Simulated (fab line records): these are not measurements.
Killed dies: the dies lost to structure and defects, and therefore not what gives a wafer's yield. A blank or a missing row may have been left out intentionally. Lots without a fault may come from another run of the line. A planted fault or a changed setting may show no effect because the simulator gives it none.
8D (eight disciplines) problem report, filled in by code    flow nand harc    the parts of the form that need people (team, actions taken, sign-off) are left out

== 1. THE PROBLEM ==
Wafers without a fault read 827.1 s, standard deviation 0.4; run length s at NHARC_A_CHANNEL_HOLE_D1_ETCH_16 reads a mean of 634.0 s on 3 wafers belonging to 2 lots. So: -99 or more standard deviations from the usual mean.
The step: etches the open film in O2/COS, target depth 3100 nm, time 806 s.
The first sign was on wafer L848.4 at day 12 01:07, on rie diel-07. At this step, 16 wafers from 6 lots have a number in the record. Rule for "out", or "out of limits": more than 4 standard deviations from the usual mean. Any other wafer with a number is counted as sound.

== 2. WHAT IT IS, WHAT IT ISN'T ==
question                     is                      is not
which readings at this step  run length s            drypump motor current A, oes product au, rf vpp V, showerhead plenum p Torr
which lots                   L848, L850              L841, L856, L859, L860
which wafers of those lots   L848.2, L848.4, L850.4  L850.6
read on which tools          rie diel-07             rie diel-09
when                         from day 12 01:07       up to then (3 sound wafers); but 10 sound wafers of L850, L856, L859, L860 came after

== 3. WHAT RULES OUT EACH SUSPECT ==
Counting: if a tool at a process step up to the reading ran every lot that is out, it stays a suspect. Sound lots after the first of them don't rule it out here, since some wafers of a struck lot are sound.
- rie diel-07 at NHARC_A_CHANNEL_HOLE_D1_DESCUM_15 (chemistry O2, time 3 s): kept. It ran every lot that is out, first L848 (day 12 00:10).
- rie diel-07 at NHARC_A_CHANNEL_HOLE_D1_ETCH_38 (etches the open film in CF4, target depth 39 nm, time 65 s): kept. It ran every lot that is out, first L848 (day 12 00:14).
- rie diel-07 at NHARC_A_CHANNEL_HOLE_D1_ETCH_39 (etches the open film in N2/H2, target depth 260 nm, time 325 s): kept. It ran every lot that is out, first L848 (day 12 01:07). With no start given for some of its lots, NHARC_A_CHANNEL_HOLE_D1_ETCH_39 uses the hours and lot order of NHARC_A_CHANNEL_HOLE_D1_ETCH_16.
- rie diel-07 at NHARC_A_CHANNEL_HOLE_D1_ETCH_34 (etches the open film in CF4/CHF3, target depth 154 nm, time 77 s): kept. It ran every lot that is out, first L848 (day 12 01:07). With no start given for some of its lots, NHARC_A_CHANNEL_HOLE_D1_ETCH_34 uses the hours and lot order of NHARC_A_CHANNEL_HOLE_D1_ETCH_16.
- rie diel-07 at NHARC_A_CHANNEL_HOLE_D1_ETCH_16 (etches the open film in O2/COS, target depth 3100 nm, time 806 s): kept. It ran every lot that is out, first L848 (day 12 01:07). Its own run length s readings are out on those wafers.
- Within rie diel-07 at NHARC_A_CHANNEL_HOLE_D1_ETCH_39: the wafers that are out ran in chambers 2, 3; their sound lot-mates ran in chamber 1.
- Within rie diel-07 at NHARC_A_CHANNEL_HOLE_D1_ETCH_34: the wafers that are out ran in chambers 0, 1; their sound lot-mates ran in chamber 3.
- Within rie diel-07 at NHARC_A_CHANNEL_HOLE_D1_ETCH_16: the wafers that are out ran in chambers 2, 3; their sound lot-mates ran in chamber 0.
Left after counting: rie diel-07 at NHARC_A_CHANNEL_HOLE_D1_DESCUM_15, rie diel-07 at NHARC_A_CHANNEL_HOLE_D1_ETCH_38, rie diel-07 at NHARC_A_CHANNEL_HOLE_D1_ETCH_39, rie diel-07 at NHARC_A_CHANNEL_HOLE_D1_ETCH_34, rie diel-07 at NHARC_A_CHANNEL_HOLE_D1_ETCH_16.

== 4. THE CAUSE (what the simulator had put in) ==
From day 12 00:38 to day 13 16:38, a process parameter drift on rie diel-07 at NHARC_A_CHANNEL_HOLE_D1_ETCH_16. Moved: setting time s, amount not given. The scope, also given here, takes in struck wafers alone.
This tool is one of the 5 suspects left after counting.

== 5. THE EFFECT CHAIN, in route order ==
Each row: a reading where the mean over the struck wafers with a number is more than 3 standard deviations away from the usual. Scope: only readings with a usual standard deviation given in the record; hours: median across lots of the time from each lot's start at the first step in this table that gives one to its start at this step; sigmas: change in usual standard deviations.
hours  step                             reading       usual    on struck wafers  change  sigmas
0      NHARC_A_CHANNEL_HOLE_D1_ETCH_16  run length s  827.1 s  634.0             -193.1  -99 or more
The process steps in it:
- NHARC_A_CHANNEL_HOLE_D1_ETCH_16: etches the open film in O2/COS, target depth 3100 nm, time 806 s.
Later steps that measure or inspect, where all struck wafers having a row at the step show a number for every such reading and not one has moved that far: NHARC_A_CHANNEL_HOLE_D1_CD_MEAS_18.

== 6. WHAT WOULD HAVE CAUGHT IT SOONER ==
0 hours passed between the start of the fault at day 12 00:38 and the first reading out of limits in this record, taken at day 12 01:07.
